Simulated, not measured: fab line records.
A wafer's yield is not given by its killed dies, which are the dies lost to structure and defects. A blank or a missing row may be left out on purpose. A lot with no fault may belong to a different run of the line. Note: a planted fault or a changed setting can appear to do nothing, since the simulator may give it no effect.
Which tool was responsible? || flow n5 finfet || 36 wafers from 12 lots sampled at 2 of the route's 1938 steps

WHAT THE GAUGES READ, wafer by wafer
N5_BEOL_M9_INSPECT_58: inspects for defects (darkfield).
{"lot": "L076", "measured": "day 10 01:24", "on": "defect inspect-02", "raw defect count": "108 52 78"}
{"lot": "L077", "measured": "day 10 14:02", "on": "defect inspect-01", "raw defect count": "71 49 80"}
{"lot": "L079", "measured": "day 11 01:53", "on": "defect inspect-02", "raw defect count": "60 64 54"}
{"lot": "L081", "measured": "day 11 05:36", "on": "defect inspect-02", "raw defect count": "56 72 109"}
{"lot": "L083", "measured": "day 11 16:38", "on": "defect inspect-01", "raw defect count": "44 55 64"}
{"lot": "L085", "measured": "day 12 07:50", "on": "defect inspect-01", "raw defect count": "71 65 57"}
{"lot": "L087", "measured": "day 13 02:21", "on": "defect inspect-02", "raw defect count": "54 65 68"}
{"lot": "L088", "measured": "day 13 10:52", "on": "defect inspect-02", "raw defect count": "59 56 72"}
{"lot": "L090", "measured": "day 13 21:03", "on": "defect inspect-01", "raw defect count": "91 84 67"}
{"lot": "L093", "measured": "day 14 14:25", "on": "defect inspect-02", "raw defect count": "29 45 36"}
{"lot": "L095", "measured": "day 15 03:02", "on": "defect inspect-01", "raw defect count": "62 63 52"}
{"lot": "L097", "measured": "day 15 14:20", "on": "defect inspect-02", "raw defect count": "71 79 113"}

TOOL THAT RAN EACH LOT (tool first, then ch and the chambers of the sampled wafers, then the start)
{"lot": "L076", "N5_BEOL_M9_PRE_CLEAN_45": "pvd sputter-03, day 9 23:47"}
{"lot": "L077", "N5_BEOL_M9_PRE_CLEAN_45": "pvd sputter-02, day 10 11:45"}
{"lot": "L079", "N5_BEOL_M9_PRE_CLEAN_45": "pvd sputter-03, day 10 22:24"}
{"lot": "L081", "N5_BEOL_M9_PRE_CLEAN_45": "pvd sputter-02, day 11 03:52"}
{"lot": "L083", "N5_BEOL_M9_PRE_CLEAN_45": "pvd sputter-03, day 11 14:52"}
{"lot": "L085", "N5_BEOL_M9_PRE_CLEAN_45": "pvd sputter-02, day 12 05:58"}
{"lot": "L087", "N5_BEOL_M9_PRE_CLEAN_45": "pvd sputter-03, day 13 00:26"}
{"lot": "L088", "N5_BEOL_M9_PRE_CLEAN_45": "pvd sputter-02, day 13 09:07"}
{"lot": "L090", "N5_BEOL_M9_PRE_CLEAN_45": "pvd sputter-03, day 13 19:02"}
{"lot": "L093", "N5_BEOL_M9_PRE_CLEAN_45": "pvd sputter-03, day 14 12:52"}
{"lot": "L095", "N5_BEOL_M9_PRE_CLEAN_45": "pvd sputter-01, day 15 01:09"}
{"lot": "L097", "N5_BEOL_M9_PRE_CLEAN_45": "pvd sputter-03, day 15 11:41"}
- N5_BEOL_M9_PRE_CLEAN_45: time 30 s.

THE ANSWER, worked out from the rows above alone
Rule: the usual values come from the lots themselves. Put in order of their means at a reading, lots are off if they are a third of the lots or fewer, leave a main group of 4 or more, and stand apart from it by a gap of 3 or more times the standard deviation of the main group's means; of several such gaps the widest counts. A main group is skipped when, at the precision printed for the reading in the tables above, its means are all equal. A lot without any number at a reading at which 4 lots or more have one is off too. The other lots that the step has rows for count as sound.
Nothing can be told from this: no lot is off at any reading shown.

WHAT THE SIMULATOR PUT IN
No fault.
